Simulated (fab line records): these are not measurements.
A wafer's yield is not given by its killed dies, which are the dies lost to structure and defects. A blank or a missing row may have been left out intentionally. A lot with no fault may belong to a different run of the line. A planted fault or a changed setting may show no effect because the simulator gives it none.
Struck lot and sound lot, side by side || flow n5 finfet || 37 out of 1938 route steps
Sound: the wafers L291.1, L291.2, L291.5. Struck: wafer L295.6 (left out: L295.1, L295.3 of the same lot, which were not struck); the cause appears at the end.
For every step that has rows: the tool of each side, followed by ch and its chambers, followed by its first start. Under that, the readings that differ: sound wafers || struck wafers || difference of the means || sigmas: that difference in standard deviations of wafers without a fault.
alike: readings whose means differ by less than 2 such deviations, and words and numbers that are the same on both sides. not compared: withheld readings, readings that some wafer has no value for, bounds like >300 that may hide the same value, and numbers for which the record gives no deviation and whose values overlap.
The two part at a step that has a row with sigmas, a row that says differs or no value, or rows on one side only. Non-overlapping numbers with no deviation appear without sigmas and do not part them. A reading that every wafer of one side lacks parts them only if that side has two wafers or more.

first, 9 steps without rows for these wafers: N5_BEOL_M13_PRE_CLEAN_42 (time 30 s); N5_BEOL_M13_SPUTTER_43 (material TaN, target thk 15 nm, time 24.19 s); N5_BEOL_M13_SPUTTER_44 (material Ta, target thk 10 nm, time 16.13 s); N5_BEOL_M13_SPUTTER_45 (material Cu, target thk 80 nm, time 13.33 s); N5_BEOL_M13_ECD_47 (material Cu, target thk 936 nm); N5_BEOL_M13_ANNEAL_48 (time 90 s); N5_BEOL_M13_CMP_49 (polishes, stops on SiOC, t overpolish 17.1 s, target thk 420 nm); N5_BEOL_M13_PRE_CLEAN_52 (time 15 s); N5_BEOL_M13_DEP_53 (deposits SiCN from 3MS/NH3, target thk 50 nm, time 17.8 s).
N5_BEOL_M14_ILD_DEP_00: deposits SiO2 from TEOS/O2, target thk 1119.3 nm, time 237.4 s.
  sound on pecvd-01 ch 0,1, day 16 16:31; struck on pecvd-01 ch 1, day 17 11:52
{"reading": "run length s (s)", "sound": "278.8 279.7 279.0", "struck": 485.4, "difference": "+206.2", "sigmas": "+99 or more"}
{"reading": "throttle valve pct (%)", "sound": "17.0 19.5 16.7", "struck": 19.3, "difference": "+1.6", "sigmas": "+2"}
{"reading": "model.SiO2_of_BEOL_M14_ILD_DEP_00.thk nm (nm)", "sound": "1092 1082 1120", "struck": 2065, "difference": "+967", "sigmas": ""}
  alike: heater power w, showerhead plenum p Torr
N5_BEOL_M14_THK_MEAS_01:
  sound on film metro-02 at day 16 16:43; struck on film metro-01 at day 17 12:04
{"reading": "M14_ILD_THK (nm)", "sound": "1093 1082 1120", "struck": 2066, "difference": "+968", "sigmas": "+65"}
then, 10 steps without rows for these wafers: N5_BEOL_M14_COAT_58 (time 60 s, resist thk 89 nm); N5_BEOL_M14_COAT_04 (resist thk 800 nm); N5_BEOL_M14_EBR_06; N5_BEOL_M14_SOFTBAKE_05 (time 60 s); N5_BEOL_M14_EXPOSE_07 (exposes mask V13); N5_BEOL_M14_PEB_08 (peb time 90 s); N5_BEOL_M14_DEVELOP_09 (develop time 45 s); N5_BEOL_M14_HARDBAKE_14 (time 120 s); N5_BEOL_M14_DESCUM_15 (chemistry O2, time 7.9 s); N5_BEOL_M14_ETCH_59 (etches BARC in N2/H2, target depth 89 nm, overetch 26.7 nm, time 67.9 s).
N5_BEOL_M14_VIA_ETCH_16: etches SiO2 in C4F8/O2/Ar, target depth 1231.3 nm.
  sound on rie diel-05 ch 0,1,2, day 16 17:20; struck on rie diel-02 ch 0, day 17 12:33
{"reading": "model.etch.depth nm (nm)", "sound": "1092 1082 1120", "struck": 2065, "difference": "+967", "sigmas": ""}
{"reading": "model.coat_of_BEOL_M14_COAT_04.thk nm (nm)", "sound": "457.4 457.6 449.4", "struck": 231.6, "difference": -223.2, "sigmas": ""}
  alike: drypump motor current A, oes product au, rf vpp V, showerhead plenum p Torr, throttle valve pct
then, 4 steps without rows for these wafers: N5_BEOL_M14_STRIP_63 (strips in O2); N5_BEOL_M14_STRIP_64 (strips in O2); N5_BEOL_M14_STRIP_71 (strips in post etch residue remover, time 60 s); N5_BEOL_M14_SRD_72 (time 30 s, dry time 30 s).
N5_BEOL_M14_CD_MEAS_17: target cd 250 nm.
  sound on cd sem-01 at day 16 17:41; struck on cd sem-02 at day 17 12:53
{"reading": "cd nm (nm)", "sound": "252.0 251.4 250.3", "struck": 258.6, "difference": "+7.4", "sigmas": "+5"}
then, 9 steps without rows for these wafers: N5_BEOL_M14_COAT_65 (time 60 s, resist thk 450 nm); N5_BEOL_M14_COAT_66 (time 60 s, resist thk 110 nm); N5_BEOL_M14_COAT_22 (resist thk 300 nm); N5_BEOL_M14_EBR_24; N5_BEOL_M14_SOFTBAKE_23 (time 60 s); N5_BEOL_M14_EXPOSE_25 (exposes mask M14, target cd 280 nm); N5_BEOL_M14_PEB_26 (peb time 90 s); N5_BEOL_M14_DEVELOP_27 (develop time 45 s); N5_BEOL_M14_HARDBAKE_32 (time 120 s).
N5_BEOL_M14_CMP_49: polishes, stops on SiO2, t overpolish 5.2 s, target thk 560 nm.
  sound on cmp-02 ch 1,2, day 16 22:14; struck on cmp-01 ch 2, day 17 17:42
{"reading": "retaining ring pressure frac", "sound": "1.001 1.006 1.005", "struck": 0.989, "difference": -0.015, "sigmas": -3}
{"reading": "model.SiO2_of_BEOL_M14_ILD_DEP_00.thk nm (nm)", "sound": "1010 1002 1039", "struck": 1985, "difference": "+968", "sigmas": ""}
  alike: clearing platen down force psi, clearing platen rpm, motor current A

== WHERE THEY PART ==
At N5_BEOL_M14_ILD_DEP_00 first; at N5_BEOL_M14_CMP_49 last (within this record only).

WHY: the cause the simulator had injected
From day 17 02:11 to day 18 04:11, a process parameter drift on pecvd-01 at N5_BEOL_M14_ILD_DEP_00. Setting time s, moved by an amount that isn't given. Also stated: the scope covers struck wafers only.
